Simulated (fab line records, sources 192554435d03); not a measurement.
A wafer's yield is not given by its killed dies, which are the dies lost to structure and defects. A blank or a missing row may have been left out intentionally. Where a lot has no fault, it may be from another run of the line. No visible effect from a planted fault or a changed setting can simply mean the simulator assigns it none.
Which tool did it? ; flow n5Finfet ; 24 lots, 72 wafers sampled, at 6 steps of a route of 1938

WHAT THE GAUGES READ, wafer by wafer
The record lacks any reading of a measuring or inspecting step that a usual standard deviation could be used to judge.

WHAT TOOL EACH LOT RAN ON (gives the tool, then ch and the chambers of the sampled wafers, and finally the start)
lot;N5_BEOL_M5_ETCH_72;N5_BEOL_M5_VIA_ETCH_34;N5_BEOL_M5_DEGAS_44;N5_BEOL_M5_SPUTTER_48;N5_BEOL_M5_ANNEAL_51;N5_BEOL_M6_STRIP_67
L075;rieDiel-06 ch 0,1,2, day 8 21:06;rieDiel-05 ch 2,3, day 8 22:56;pvdSputter-02, day 8 23:55;pvdSputter-01, day 9 00:28;rtpAnneal-02 ch 0, day 9 05:01;rieDiel-01 ch 1,2,3, day 9 09:12
L074;rieDiel-02 ch 0,1,2, day 8 21:08;rieDiel-06 ch 2,3, day 8 22:50;pvdSputter-02, day 8 23:50;pvdSputter-03, day 9 00:25;rtpAnneal-02 ch 0, day 9 07:26;rieDiel-04 ch 1,2, day 9 12:29
L078;rieDiel-05 ch 0,1,2, day 9 06:13;rieDiel-06 ch 0,1,2, day 9 08:14;pvdSputter-01, day 9 10:59;pvdSputter-02, day 9 11:43;rtpAnneal-01 ch 0, day 10 13:08;rieDiel-01 ch 0,2,3, day 10 16:10
L076;rieDiel-05 ch 1,2, day 9 14:40;rieDiel-02 ch 1,2, day 9 18:10;pvdSputter-01, day 9 19:16;pvdSputter-01, day 9 19:59;rtpAnneal-01 ch 0, day 10 00:32;rieDiel-03 ch 0,3, day 10 02:57
L077;rieDiel-06 ch 0,2, day 9 18:50;rieDiel-02 ch 1,2, day 10 04:48;pvdSputter-01, day 10 05:39;pvdSputter-03, day 10 06:11;rtpAnneal-02 ch 0, day 10 10:44;rieDiel-04 ch 0,1,2, day 10 14:59
L079;rieDiel-06 ch 0,2, day 9 19:56;rieDiel-05 ch 0,1,2, day 10 10:20;pvdSputter-01, day 10 11:07;pvdSputter-03, day 10 13:22;rtpAnneal-02 ch 0, day 10 17:55;rieDiel-03 ch 2,3, day 10 20:37
L080;rieDiel-05 ch 0,2,3, day 10 00:27;rieDiel-06 ch 2,3, day 10 04:45;pvdSputter-01, day 10 05:34;pvdSputter-01, day 10 06:07;rtpAnneal-01 ch 0, day 10 10:43;rieDiel-03 ch 0,1,2, day 10 14:49
L082;rieDiel-02 ch 2,3, day 11 00:54;rieDiel-02 ch 0,3, day 11 03:28;pvdSputter-03, day 11 05:43;pvdSputter-03, day 11 06:19;rtpAnneal-02 ch 0, day 11 11:01;rieDiel-04 ch 0,1,2, day 11 15:16
L081;rieDiel-06 ch 2,3, day 11 01:04;rieDiel-05 ch 0,1,2, day 11 03:17;pvdSputter-01, day 11 05:43;pvdSputter-02, day 11 06:19;rtpAnneal-01 ch 0, day 11 10:52;rieDiel-01 ch 1,3, day 11 15:08
L083;rieDiel-05 ch 0,2,3, day 11 12:11;rieDiel-05 ch 1,2,3, day 11 15:19;pvdSputter-02, day 11 16:05;pvdSputter-03, day 11 16:56;rtpAnneal-01 ch 0, day 11 21:31;rieDiel-01 ch 1,2,3, day 12 04:17
L084;rieDiel-05 ch 0,1,3, day 11 17:31;rieDiel-06 ch 1,2, day 11 20:37;pvdSputter-02, day 11 21:47;pvdSputter-02, day 11 22:25;rtpAnneal-02 ch 0, day 12 02:58;rieDiel-04 ch 1,2, day 12 07:40
L085;rieDiel-06 ch 0,2, day 12 12:47;rieDiel-05 ch 0,1,3, day 12 14:21;pvdSputter-03, day 12 15:17;pvdSputter-01, day 12 16:47;rtpAnneal-01 ch 0, day 12 21:20;rieDiel-01 ch 0,2,3, day 13 01:29
L086;rieDiel-02 ch 0,2,3, day 12 15:13;rieDiel-02 ch 0,1,3, day 12 16:56;pvdSputter-03, day 12 17:50;pvdSputter-02, day 12 18:32;rtpAnneal-02 ch 0, day 12 23:05;rieDiel-04 ch 0,1,3, day 13 02:32
L088;rieDiel-02 ch 0,1,3, day 12 22:01;rieDiel-06 ch 0,2,3, day 12 23:53;pvdSputter-01, day 13 01:14;pvdSputter-02, day 13 01:56;rtpAnneal-02 ch 0, day 13 06:40;rieDiel-04 ch 0,1,2, day 13 10:36
L087;rieDiel-06 ch 0,2,3, day 13 06:47;rieDiel-06 ch 2,3, day 13 09:26;pvdSputter-03, day 13 10:31;pvdSputter-02, day 13 11:08;rtpAnneal-01 ch 0, day 13 15:41;rieDiel-03 ch 0,1,2, day 13 19:53
L089;rieDiel-02 ch 1,2,3, day 13 10:42;rieDiel-02 ch 0,1,2, day 13 14:05;pvdSputter-03, day 13 15:07;pvdSputter-01, day 13 15:48;rtpAnneal-02 ch 0, day 13 20:32;rieDiel-03 ch 1,2,3, day 14 02:43
L093;rieDiel-05 ch 0,3, day 13 14:19;rieDiel-06 ch 0,2, day 13 16:14;pvdSputter-02, day 13 18:32;pvdSputter-03, day 13 19:23;rtpAnneal-02 ch 0, day 13 23:58;rieDiel-04 ch 0,2, day 14 02:50
L090;rieDiel-05 ch 1,2, day 13 14:46;rieDiel-05 ch 1,2, day 13 18:38;pvdSputter-02, day 13 19:44;pvdSputter-01, day 13 20:23;rtpAnneal-02 ch 0, day 14 01:05;rieDiel-03 ch 0,1,3, day 14 03:46
L091;rieDiel-02 ch 1,2,3, day 13 14:53;rieDiel-06 ch 0,1,2, day 13 18:59;pvdSputter-02, day 13 19:56;pvdSputter-02, day 13 20:37;rtpAnneal-01 ch 0, day 14 05:26;rieDiel-04 ch 0,1,3, day 14 09:35
L092;rieDiel-06 ch 1,2, day 14 01:56;rieDiel-05 ch 1,2, day 14 05:15;pvdSputter-03, day 14 06:02;pvdSputter-01, day 14 06:51;rtpAnneal-02 ch 0, day 14 11:37;rieDiel-03 ch 1,2, day 14 15:08
L095;rieDiel-06 ch 1,3, day 14 02:27;rieDiel-02 ch 0,2,3, day 14 05:41;pvdSputter-01, day 14 06:32;pvdSputter-02, day 14 07:53;rtpAnneal-01 ch 0, day 14 12:26;rieDiel-01 ch 0,2,3, day 14 15:08
L094;rieDiel-02 ch 0,1,3, day 14 09:40;rieDiel-05 ch 0,1,2, day 14 10:56;pvdSputter-03, day 14 11:55;pvdSputter-03, day 14 12:31;rtpAnneal-01 ch 0, day 14 17:04;rieDiel-04 ch 0,1,3, day 14 20:47
L096;rieDiel-02 ch 1,2,3, day 15 00:53;rieDiel-05 ch 2,3, day 15 04:52;pvdSputter-01, day 15 06:02;pvdSputter-02, day 15 06:48;rtpAnneal-01 ch 0, day 15 11:34;rieDiel-01 ch 2,3, day 15 14:50
L097;rieDiel-06 ch 2,3, day 15 14:40;rieDiel-05 ch 2,3, day 15 20:59;pvdSputter-01, day 15 23:41;pvdSputter-01, day 16 00:14;rtpAnneal-02 ch 0, day 16 04:48;rieDiel-04 ch 0,1,3, day 16 10:50
- N5_BEOL_M5_ETCH_72: etches underlayer in N2/H2, target depth 6.5 nm, time 5.2 s.
- N5_BEOL_M5_VIA_ETCH_34: etches SiCOH lowk in C4F6/O2, target depth 88.3 nm, time 39.2 s.
- N5_BEOL_M5_DEGAS_44: time 60 s.
- N5_BEOL_M5_SPUTTER_48: material Cu, target thk 15 nm, time 27.62 s.
- N5_BEOL_M5_ANNEAL_51: time 90 s.
- N5_BEOL_M6_STRIP_67: strips in CF4.

AS READ BY THE TOOLS THEMSELVES (means over the sampled wafers that have a number; for cases with no such wafer, the mark the record gives instead)
N5_BEOL_M5_ETCH_72.
lot;tool;drypumpMotorCurrentA (A);etchRfOnTimeS (s);oesProductAu (a.u.);rfVppV (V);showerheadPlenumPTorr (Torr);throttleValvePct (%)
L075;rieDiel-06;5.8;5.17;0.64;523.0;2.54;18.07
L074;rieDiel-02;5.6;5.27;0.65;524.3;2.55;17.95
L078;rieDiel-05;5.7;5.10;0.68;524.2;2.56;17.59
L076;rieDiel-05;6.0;5.08;0.69;525.4;2.61;17.70
L077;rieDiel-06;5.4;5.19;0.64;524.7;2.58;18.01
L079;rieDiel-06;5.5;5.20;0.65;525.2;2.58;18.04
L080;rieDiel-05;5.5;5.17;0.66;522.7;2.51;17.68
L082;rieDiel-02;5.8;4.99;0.74;524.6;2.51;17.77
L081;rieDiel-06;5.6;5.37;0.61;525.7;2.62;18.00
L083;rieDiel-05;5.5;5.10;0.75;525.3;2.51;17.57
L084;rieDiel-05;5.3;5.12;0.72;523.1;2.51;17.64
L085;rieDiel-06;5.3;5.16;0.64;523.6;2.51;18.10
L086;rieDiel-02;5.6;5.12;0.66;523.8;2.54;17.93
L088;rieDiel-02;5.4;5.24;0.67;521.6;2.52;17.98
L087;rieDiel-06;5.5;5.27;0.62;524.2;2.56;18.07
L089;rieDiel-02;5.7;5.10;0.69;522.7;2.50;17.86
L093;rieDiel-05;5.1;5.18;0.75;523.4;2.46;17.64
L090;rieDiel-05;5.8;5.03;0.63;525.4;2.60;17.80
L091;rieDiel-02;5.8;5.12;0.69;522.6;2.50;17.86
L092;rieDiel-06;6.3;5.11;0.75;522.9;2.55;17.83
L095;rieDiel-06;6.2;5.16;0.74;524.1;2.55;17.85
L094;rieDiel-02;5.4;5.30;0.66;523.2;2.52;17.98
L096;rieDiel-02;5.7;5.19;0.67;522.2;2.50;17.87
L097;rieDiel-06;5.7;5.38;0.59;526.8;2.61;18.04

N5_BEOL_M5_VIA_ETCH_34.
lot;tool;drypumpMotorCurrentA (A);oesProductAu (a.u.);rfVppV (V);showerheadPlenumPTorr (Torr);throttleValvePct (%)
L075;rieDiel-05;5.5;0.73;674;2.85;21.02
L074;rieDiel-06;5.6;0.74;663;2.96;21.01
L078;rieDiel-06;5.8;0.74;675;2.85;21.03
L076;rieDiel-02;5.8;0.80;654;2.78;20.81
L077;rieDiel-02;5.8;0.80;652;2.78;20.82
L079;rieDiel-05;5.7;0.79;668;2.86;20.65
L080;rieDiel-06;5.6;0.73;664;2.96;21.01
L082;rieDiel-02;5.4;0.84;664;2.83;20.83
L081;rieDiel-05;5.7;0.80;668;2.86;20.66
L083;rieDiel-05;5.6;0.82;674;2.87;20.76
L084;rieDiel-06;5.9;0.70;667;2.91;20.98
L085;rieDiel-05;5.3;0.81;661;2.83;20.81
L086;rieDiel-02;5.5;0.79;660;2.82;20.94
L088;rieDiel-06;5.5;0.73;672;2.88;21.11
L087;rieDiel-06;5.6;0.70;663;2.93;21.03
L089;rieDiel-02;5.6;0.73;662;2.84;21.02
L093;rieDiel-06;5.3;0.75;678;2.83;21.20
L090;rieDiel-05;6.0;0.78;681;2.88;20.63
L091;rieDiel-06;5.8;0.82;674;2.83;20.95
L092;rieDiel-05;5.8;0.74;674;2.89;20.71
L095;rieDiel-02;5.6;0.76;666;2.84;20.92
L094;rieDiel-05;5.7;0.76;666;2.85;20.69
L096;rieDiel-05;5.5;0.87;673;2.83;20.87
L097;rieDiel-05;5.8;0.83;679;2.84;20.73

N5_BEOL_M5_DEGAS_44.
lot;tool;heaterPowerW (W)
L075;pvdSputter-02;328
L074;pvdSputter-02;327
L078;pvdSputter-01;327
L076;pvdSputter-01;318
L077;pvdSputter-01;327
L079;pvdSputter-01;325
L080;pvdSputter-01;304
L082;pvdSputter-03;338
L081;pvdSputter-01;308
L083;pvdSputter-02;333
L084;pvdSputter-02;354
L085;pvdSputter-03;340
L086;pvdSputter-03;333
L088;pvdSputter-01;311
L087;pvdSputter-03;331
L089;pvdSputter-03;317
L093;pvdSputter-02;331
L090;pvdSputter-02;329
L091;pvdSputter-02;338
L092;pvdSputter-03;322
L095;pvdSputter-01;329
L094;pvdSputter-03;317
L096;pvdSputter-01;309
L097;pvdSputter-01;322

N5_BEOL_M5_SPUTTER_48.
lot;tool;chuckGasFlowSccm (sccm);chuckSensorTempC (C);throttleValvePct (%)
L075;pvdSputter-01;1.25;-16.2;31.1
L074;pvdSputter-03;1.24;-15.6;30.2
L078;pvdSputter-02;1.25;-16.1;29.6
L076;pvdSputter-01;1.22;-16.3;31.2
L077;pvdSputter-03;1.29;-15.8;29.7
L079;pvdSputter-03;1.29;-15.6;30.2
L080;pvdSputter-01;1.27;-16.5;31.8
L082;pvdSputter-03;1.22;-15.4;30.0
L081;pvdSputter-02;1.27;-16.1;29.1
L083;pvdSputter-03;1.26;-16.2;30.3
L084;pvdSputter-02;1.29;-16.0;30.0
L085;pvdSputter-01;1.28;-16.2;31.3
L086;pvdSputter-02;1.25;-16.1;30.1
L088;pvdSputter-02;1.32;-16.1;30.3
L087;pvdSputter-02;1.25;-16.0;30.3
L089;pvdSputter-01;1.21;-16.0;30.6
L093;pvdSputter-03;1.28;-15.5;30.2
L090;pvdSputter-01;1.30;-16.0;30.6
L091;pvdSputter-02;1.25;-16.0;29.8
L092;pvdSputter-01;1.28;-16.1;30.4
L095;pvdSputter-02;1.24;-15.9;31.0
L094;pvdSputter-03;1.29;-15.5;30.1
L096;pvdSputter-02;1.28;-16.1;29.8
L097;pvdSputter-01;1.30;-16.1;30.7

N5_BEOL_M5_ANNEAL_51.
lot;tool;wafer_temp_C_max
L075;rtpAnneal-02;226.5
L074;rtpAnneal-02;226.6
L078;rtpAnneal-01;225.9
L076;rtpAnneal-01;226.0
L077;rtpAnneal-02;226.6
L079;rtpAnneal-02;225.9
L080;rtpAnneal-01;226.1
L082;rtpAnneal-02;226.0
L081;rtpAnneal-01;226.4
L083;rtpAnneal-01;226.1
L084;rtpAnneal-02;226.4
L085;rtpAnneal-01;226.3
L086;rtpAnneal-02;226.5
L088;rtpAnneal-02;226.2
L087;rtpAnneal-01;225.9
L089;rtpAnneal-02;226.5
L093;rtpAnneal-02;226.2
L090;rtpAnneal-02;226.3
L091;rtpAnneal-01;225.8
L092;rtpAnneal-02;226.1
L095;rtpAnneal-01;226.2
L094;rtpAnneal-01;226.0
L096;rtpAnneal-01;226.3
L097;rtpAnneal-02;226.3

N5_BEOL_M6_STRIP_67.
lot;tool;drypumpMotorCurrentA (A);oesProductAu (a.u.);rfVppV (V);showerheadPlenumPTorr (Torr);throttleValvePct (%)
L075;rieDiel-01;5.3;0.82;270.3;1.79;13.52
L074;rieDiel-04;6.1;0.83;269.9;1.77;13.61
L078;rieDiel-01;5.5;0.90;271.5;1.83;13.40
L076;rieDiel-03;5.4;0.77;270.0;1.78;13.58
L077;rieDiel-04;5.7;0.86;270.2;1.77;13.50
L079;rieDiel-03;5.6;0.75;271.1;1.77;13.59
L080;rieDiel-03;5.4;0.79;270.9;1.78;13.46
L082;rieDiel-04;5.7;0.84;270.4;1.77;13.52
L081;rieDiel-01;5.0;0.87;271.0;1.83;13.39
L083;rieDiel-01;5.4;0.88;272.8;1.86;13.40
L084;rieDiel-04;6.1;0.81;270.2;1.77;13.65
L085;rieDiel-01;5.4;0.86;270.5;1.83;13.44
L086;rieDiel-04;5.8;0.85;271.6;1.81;13.61
L088;rieDiel-04;5.7;0.82;270.0;1.77;13.54
L087;rieDiel-03;5.4;0.76;271.9;1.77;13.53
L089;rieDiel-03;5.5;0.77;272.3;1.82;13.50
L093;rieDiel-04;5.3;0.80;269.9;1.78;13.38
L090;rieDiel-03;5.4;0.77;272.1;1.83;13.49
L091;rieDiel-04;5.8;0.84;271.7;1.80;13.63
L092;rieDiel-03;5.4;0.79;271.7;1.82;13.37
L095;rieDiel-01;5.5;0.85;271.5;1.83;13.47
L094;rieDiel-04;5.8;0.83;271.7;1.80;13.65
L096;rieDiel-01;5.3;0.84;272.3;1.84;13.47
L097;rieDiel-04;5.8;0.81;270.8;1.80;13.68

THE ANSWER, worked out from the rows above alone
Rule: the usual values come from the lots themselves. Put in order of their means at a reading, lots are off if they are a third of the lots or fewer, leave a main group of 4 or more, and stand apart from it by a gap of 3 or more times the standard deviation of the main group's means; of several such gaps the widest counts. If all means in a main group match to the digits the tables above print for the reading, that group is not used. A lot without any number at a reading at which 4 lots or more have one is off too. Where the step has rows for the other lots, those lots are counted as sound. Order of review: gauges by route order, followed by the tools' own readings, for which a lot's mean as printed above is used. At the first step where some lot is off, the reading lying furthest off is the one used; lots without a number count as furthest.
Nothing can be told from this: no lot is off at any reading shown.

WHAT THE SIMULATOR PUT IN
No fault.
